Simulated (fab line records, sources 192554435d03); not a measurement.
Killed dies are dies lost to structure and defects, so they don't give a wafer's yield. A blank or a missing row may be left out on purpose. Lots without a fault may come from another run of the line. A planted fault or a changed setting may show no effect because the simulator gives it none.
fab line records | flow n5_finfet
record lots=6 wafers=18 last_day=16
route steps=1938 shown DUMMY_REMOVAL@378 HKMG_FIN@385 BEOL_M4@1111
lots that met no fault: from a run of the same line without faults
start_h: hours from the record's first day to the start of the lot's first wafer shown | wait_h: hours since the lot's step before | " the same as in the row above | L1.1+2: a row that stands for several wafers | - no value, or no start given | * or withheld: withheld | < > ~ a bound
route shown NAME@n: a module of which the file shows steps, and the number in the route of the first | usual: mean/standard deviation of fault-free wafers | same: alike in all rows | chamber/n: place in a boat | sites: the reading at each site | _std_site: their standard deviation | _edge_site: outer sites' mean less inner sites' | radius_mm: how far each site lies from the wafer's centre | mask NAME#n: copy n | behind: the tool/chamber that last shaped the wafer | hold: why the lot was held/for how many hours/how that ended | device: the transistor (n, p or np) that didn't switch | end of line: the same wafers' tests at the end of the route | a step without rows: its recipe alone | killed: dies lost to structure and defects at the first sort, not the wafer's yield | map: a wafer's dies, x killed, . not, _ none there
set.NAME: the setting as run; set.NAME@STEP: as run at that earlier step | model.NAME: the simulator's own value behind a step, which no gauge read
lots at some steps of the route; a table a step, a row a wafer
services: from which hour (start_h, from the record's first day; less than 0 if before it) a tool's chamber was out of use, for how many hours, and why
## steps
# step N5_DUMMY_REMOVAL_STRIP_10
# recipe chemistry=N2/H2 time_s=40 power_w=100 temp_c=40 pressure_mtorr=100 rf_frequency_hz=6e+07 bias_power_w=3 n2_flow_sccm=300 h2_flow_sccm=300
# usual bias_power_w=3.000/0.0084 drypump_motor_current_A=5.9/0.39 h2_flow_sccm=300.0/0.96 oes_product_au=0.74/0.05 rf_vpp_V=45.0/0.84 showerhead_plenum_p_Torr=3.31/0.11 throttle_valve_pct=12.36/0.22
# columns lot.wafer tool chamber start_h wait_h bias_power_w drypump_motor_current_A h2_flow_sccm oes_product_au rf_hours_counter_h rf_vpp_V showerhead_plenum_p_Torr throttle_valve_pct
L375.1 rie_diel-06 1 109.91 0.0 3.004 5.2 300.9 0.72 207 44.2 3.34 12.14
L375.3 " 3 " " 2.999 6.2 300.2 0.76 139 45.3 3.38 12.54
L375.5 " 2 " " 3.003 5.6 300.0 0.80 - 44.4 3.14 12.28
L381.3 rie_diel-06 2 143.51 0.0 2.998 5.6 300.9 0.80 131 45.0 3.14 12.30
L381.5 " 2 " " 2.986 5.7 299.8 0.79 - 45.4 3.14 12.30
L381.6 " 1 " " 3.011 5.2 299.2 0.71 - 44.4 3.33 12.16
L382.2 rie_diel-06 1 150.60 0.0 2.993 5.2 301.4 0.72 217 45.9 3.33 12.17
L382.4 " 2 " " 2.987 5.6 301.7 0.79 133 44.7 3.13 12.31
L382.5 " 2 " " 2.986 5.7 299.0 0.79 - 43.8 3.13 12.31
L383.3 rie_diel-01 3 158.21 0.0 2.992 5.6 300.8 0.71 185 44.4 3.48 12.43
L383.5 " 1 " " 3.003 6.1 300.0 0.72 - 45.5 3.33 12.45
L383.6 " 2 " " 3.000 5.2 301.1 0.94 - 44.9 3.31 11.94
L385.1 rie_diel-06 3 172.03 0.0 2.989 6.2 300.9 0.75 156 46.1 3.37 12.57
L385.2 " 2 " " 2.992 5.7 299.0 0.79 138 44.9 3.13 12.32
L385.5 " 2 " " 3.007 5.7 300.3 0.79 - 44.4 3.13 12.32
L387.1 rie_diel-05 0 183.73 0.0 3.007 6.5 300.7 0.69 248 45.0 3.21 12.80
L387.5 " 1 " " 3.008 6.0 301.0 0.74 - 44.8 3.36 12.11
L387.6 " 2 " " 2.991 6.2 299.9 0.69 - 44.1 3.19 12.07
# step N5_DUMMY_REMOVAL_PRECLEAN_07
# recipe chemistry=dHF time_s=30 temp_c=25 dilution=withheld
# step N5_DUMMY_REMOVAL_DUMMY_REMOVE_02
# recipe chemistry=TMAH temp_c=70 target=poly-Si stop_on=SiO2 target_depth_nm=142 conc_wt_pct=5 time_s=57 dry=ipa_marangoni rinse_time_s=30 rinse_temp_c=23
# step N5_DUMMY_REMOVAL_INSPECT_06
# recipe inspect_instrument=brightfield mode=aei
# usual raw_defect_count=13/6.1
# columns lot.wafer tool chamber start_h wait_h raw_defect_count
L375.1 defect_inspect-01 - 110.07 0.0 24
L375.3 " - " " 13
L375.5 " - " " 12
L381.3 defect_inspect-02 - 143.68 0.0 12
L381.5 " - " " 17
L381.6 " - " " 5
L382.2 defect_inspect-01 - 150.77 0.0 3
L382.4 " - " " 8
L382.5 " - " " 5
L383.3 defect_inspect-01 - 158.38 0.0 18
L383.5 " - " " 6
L383.6 " - " " 9
L385.1 defect_inspect-01 - 172.20 0.0 25
L385.2 " - " " 20
L385.5 " - " " 17
L387.1 defect_inspect-02 - 183.89 0.0 10
L387.5 " - " " 26
L387.6 " - " " 10
# step N5_DUMMY_REMOVAL_PRECLEAN_08
# recipe chemistry=NF3:NH3 afs_cycles=2 temp_c=30 time_s=20 sublimation_temp_c=180 sublimation_time_s=60 pressure_torr=3 rf_power_w=30
# step N5_DUMMY_REMOVAL_PRECLEAN_04
# recipe chemistry=DHF time_s=37 temp_c=25 dilution=500:1
# step N5_DUMMY_REMOVAL_SRD_05
# recipe dry=ipa_marangoni do_ppb=5 time_s=30 temp_c=23 rinse_liquid=diw
# step N5_HKMG_FIN_IL_REGROW_00
# recipe material=SiO2 target_thk_a=7.5 chemistry=O3 temp_c=withheld time_s=30
# step N5_HKMG_FIN_HK_ALD_01
# recipe material=HfO2 target_thk_a=16 temp_c=withheld ald_precursor_family=HfCl4 ald_co_reactant=H2O pulse_time_s=3 purge_time_s=3 co_reactant_purge_time_s=2.5 co_reactant_pulse_time_s=0.3 ald_cycles=30
# usual precursor_pulse_height_rel=1.001/0.02
# columns lot.wafer tool chamber start_h wait_h precursor_pulse_height_rel
L375.1 ald_hk-01 2 110.43 0.0 1.045
L375.3 " 3 " " 0.990
L375.5 " 1 " " 1.034
L381.3 ald_hk-03 2 144.03 0.0 1.006
L381.5 " 0 " " 1.012
L381.6 " 1 " " 0.951
L382.2 ald_hk-03 3 151.27 0.0 1.032
L382.4 " 2 " " 1.035
L382.5 " 0 " " 0.971
L383.3 ald_hk-03 0 158.73 0.0 0.985
L383.5 " 3 " " 0.986
L383.6 " 0 " " 0.996
L385.1 ald_hk-01 1 172.73 0.0 1.029
L385.2 " 0 " " 0.992
L385.5 " 3 " " 0.977
L387.1 ald_hk-01 3 184.24 0.0 1.003
L387.5 " 2 " " 0.979
L387.6 " 3 " " 0.995
# step N5_HKMG_FIN_HK_ANNEAL_02
# recipe temp_c=700 time_s=30 ambient=N2 idle_temp_c=600 ramp_up_c_per_s=150 ramp_down_c_per_s=60 cool_to_c=600
# usual lamp_power_pct=8.80/0.054 lamp_zone_3_pct=8.800/0.012 wafer_temp_C_max=702.8/0.67
# columns lot.wafer tool chamber start_h wait_h lamp_power_pct lamp_zone_3_pct wafer_temp_C_max
L375.1 rtp_anneal-01 0 110.65 0.1 8.64 8.802 702.0
L375.3 " 0 " " 8.88 8.794 702.9
L375.5 " 0 " " 8.78 8.795 702.3
L381.3 rtp_anneal-01 0 144.40 0.3 8.83 8.804 703.5
L381.5 " 0 " " 8.78 8.785 703.0
L381.6 " 0 " " 8.81 8.801 701.4
L382.2 rtp_anneal-01 0 151.49 0.1 8.79 8.789 703.0
L382.4 " 0 " " 8.87 8.793 702.1
L382.5 " 0 " " 8.84 8.785 703.0
L383.3 rtp_anneal-01 0 159.20 0.4 8.82 8.817 702.0
L383.5 " 0 " " 8.76 8.776 702.8
L383.6 " 0 " " 8.73 8.810 702.0
L385.1 rtp_anneal-01 0 173.07 0.3 8.73 8.802 703.1
L385.2 " 0 " " 8.81 8.798 701.9
L385.5 " 0 " " 8.88 8.806 702.8
L387.1 rtp_anneal-02 0 184.61 0.3 8.73 8.811 703.4
L387.5 " 0 " " 8.81 8.793 703.5
L387.6 " 0 " " 8.91 8.797 703.0
# step N5_HKMG_FIN_ALD_74
# recipe material=La2O3 target_thk_a=5 temp_c=250 ald_precursor_family=La-Cp ald_co_reactant=O3 pulse_time_s=6 co_reactant_pulse_time_s=1 purge_time_s=3 co_reactant_purge_time_s=3
# usual heater_power_outer_w=189/22 heater_power_w=346/33 precursor_pulse_height_rel=0.999/0.02
# columns lot.wafer tool chamber start_h wait_h heater_power_outer_w heater_power_w precursor_pulse_height_rel
L375.1 ald_hk-03 2 110.88 0.2 154 310 1.003
L375.3 " 0 " " 183 321 0.976
L375.5 " 2 " " 159 307 1.008
L381.3 ald_hk-02 1 144.55 0.1 174 342 0.976
L381.5 " 2 " " 215 366 1.000
L381.6 " 3 " " 172 321 0.994
L382.2 ald_hk-01 0 151.67 0.2 216 421 1.007
L382.4 " 3 " " 197 366 0.990
L382.5 " 0 " " 217 421 0.960
L383.3 ald_hk-01 0 159.36 0.1 224 425 1.006
L383.5 " 3 " " 200 371 1.035
L383.6 " 2 " " 139 290 0.989
L385.1 ald_hk-03 1 173.29 0.2 185 329 1.021
L385.2 " 3 " " 193 334 1.002
L385.5 " 2 " " 158 303 0.976
L387.1 ald_hk-03 3 184.82 0.2 195 342 0.955
L387.5 " 3 " " 196 338 0.994
L387.6 " 2 " " 154 305 1.000
# step N5_HKMG_FIN_ALD_75
# recipe material=Al2O3 target_thk_a=10 temp_c=150 ald_precursor_family=TMA ald_co_reactant=H2O pulse_time_s=withheld co_reactant_pulse_time_s=1
# usual heater_power_outer_w=78/9.3 heater_power_w=149/15 precursor_pulse_height_rel=1.001/0.02
# columns lot.wafer tool chamber start_h wait_h heater_power_outer_w heater_power_w precursor_pulse_height_rel
L375.1 ald_hk-03 2 110.95 0.0 64 132 1.011
L375.3 " 0 " " 76 139 1.017
L375.5 " 2 " " 65 133 0.988
L381.3 ald_hk-02 1 144.63 0.0 74 148 1.019
L381.5 " 2 " " 90 165 1.010
L381.6 " 3 " " 72 145 1.008
L382.2 ald_hk-01 0 151.83 0.1 95 180 1.000
L382.4 " 3 " " 82 160 1.028
L382.5 " 0 " " 93 178 1.004
L383.3 ald_hk-01 0 159.51 0.1 93 186 0.997
L383.5 " 3 " " 83 160 1.012
L383.6 " 2 " " 59 122 0.994
L385.1 ald_hk-03 1 173.36 0.0 75 146 0.967
L385.2 " 3 " " 83 143 1.014
L385.5 " 2 " " 65 131 1.002
L387.1 ald_hk-03 3 184.90 0.0 80 142 1.007
L387.5 " 3 " " 81 148 1.017
L387.6 " 2 " " 64 132 1.018
# step N5_HKMG_FIN_COAT_41
# recipe resist=SOC temp_c=250 time_s=60 spin_rpm=1500 resist_thk_nm=300
# usual spin_speed_rpm=1499.8/0.85
# columns lot.wafer tool chamber start_h wait_h spin_speed_rpm model.SOC_of_HKMG_FIN_COAT_41.thk_nm
L375.1 litho_track-03 0 111.05 - 1498.4 298.6
L375.3 " 0 " " 1498.1 298.4
L375.5 " 0 " " 1499.7 298.6
L381.3 litho_track-05 0 144.73 - 1499.6 299.8
L381.5 " 0 " " 1498.8 299.8
L381.6 " 0 " " 1498.8 300
L382.2 litho_track-05 0 152.00 - 1442.7 305.6
L382.4 " 0 " " 1443.3 305.8
L382.5 " 0 " " 1444.1 305.4
L383.3 litho_track-05 0 159.68 - 1442.9 305.8
L383.5 " 0 " " 1442.9 306.8
L383.6 " 0 " " 1442.5 306.4
L385.1 litho_track-04 0 173.46 - 1499.4 299.6
L385.2 " 0 " " 1500.8 300.6
L385.5 " 0 " " 1499.4 299.6
L387.1 litho_track-04 0 185.00 - 1500.4 298.2
L387.5 " 0 " " 1500.1 299.6
L387.6 " 0 " " 1500.4 299.2
# step N5_HKMG_FIN_COAT_42
# recipe resist=SiARC temp_c=220 time_s=60 spin_rpm=1500 resist_thk_nm=35
# step N5_BEOL_M4_RC_MEAS_101
# usual DIBL_N=36.0/1.7 DIBL_P=35.8/2 IOFF_N=0.15/0.03 IOFF_P=0.20/0.037 ION_N=670/12 ION_P=460/7.2 SS_N=71.5/0.68 SS_P=73.2/0.65 VT_N=250/3.1 VT_P=-251/3.4
# columns lot.wafer tool chamber start_h wait_h DIBL_N[mV/V] DIBL_P[mV/V] IOFF_N[nA/um] IOFF_P[nA/um] ION_N[uA/um] ION_P[uA/um] SS_N[mV/dec] SS_P[mV/dec] VT_N[mV] VT_P[mV]
L375.1 prober-01 0 200.59 0.0 39.2 40.2 0.21 0.26 693 468 72.6 73.9 246 -247
L375.3 " 0 " " 37.4 37.1 0.16 0.20 647 448 71.6 73.2 251 -252
L375.5 " 0 " " 38.4 38.5 0.18 0.24 663 452 72.5 73.3 247 -246
L381.3 prober-02 0 238.27 0.3 32.0 32.3 0.10 0.14 645 450 70.2 71.9 255 -254
L381.5 " 0 " " 35.3 35.9 0.14 0.20 657 455 71.6 72.8 252 -251
L381.6 " 0 " " 35.1 35.4 0.15 0.19 677 462 71.1 73.1 248 -253
L382.2 prober-01 0 255.17 0.2 34.9 33.4 0.12 0.16 661 460 71.3 72.5 253 -253
L382.4 " 0 " " 36.6 35.5 0.14 0.19 663 456 71.4 73.0 251 -250
L382.5 " 0 " " 36.3 35.3 0.14 0.19 667 458 72.2 73.2 252 -251
L383.3 prober-02 0 262.19 0.3 36.8 37.2 0.16 0.18 678 457 71.9 72.5 249 -254
L383.5 " 0 " " 36.6 38.0 0.16 0.21 671 464 72.1 73.4 251 -251
L383.6 " 0 " " 36.4 36.4 0.15 0.19 678 463 72.2 73.1 248 -251
L385.1 prober-01 0 265.91 0.0 35.6 35.1 0.14 0.18 663 456 71.6 72.6 254 -253
L385.2 " 0 " " 35.8 35.0 0.15 0.17 677 455 70.8 73.5 250 -254
L385.5 " 0 " " 34.4 33.4 0.13 0.16 659 453 70.7 72.2 253 -255
L387.1 prober-01 0 274.39 0.0 36.4 38.1 0.17 0.19 674 454 71.5 73.0 248 -254
L387.5 " 0 " " 34.4 34.9 0.14 0.15 658 448 70.8 72.8 253 -256
L387.6 " 0 " " 33.5 34.8 0.11 0.15 668 452 70.2 73.1 256 -256
## services
# columns tool chamber start_h hours kind
rie_diel-06 0 101.16 4.5 repair
litho_track-04 - 112.93 - consumable_replace:filter
rie_diel-01 2 121.22 - clean
rie_diel-01 2 121.22 - consumable_replace:focus_ring
rie_diel-01 2 121.22 12.1 scheduled_down
rie_diel-01 2 121.22 12.1 vent_cycle
rie_diel-01 3 123.80 3.1 repair
ald_hk-03 - 147.64 2.4 repair
ald_hk-02 - 163.34 2.8 pm
## key
first_sign step=N5_HKMG_FIN_COAT_41 reading=spin_speed_rpm direction=down sigmas=67 usual=* struck=*
effect none on later readings
model_effect step=N5_HKMG_FIN_COAT_41 value=SOC_of_HKMG_FIN_COAT_41.thk_nm without=300.2 struck=306
met_at N5_HKMG_FIN_COAT_41
struck_wafers L382.2,L382.4,L382.5,L383.3,L383.5,L383.6
onset_between 144.73 152.00
fault kind=process_parameter_drift tool=litho_track-05 chamber=- onset_h=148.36 steps=N5_HKMG_FIN_COAT_41 channel=spin_rpm offset=* shape=step end_h=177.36 acts_in=* stated=*
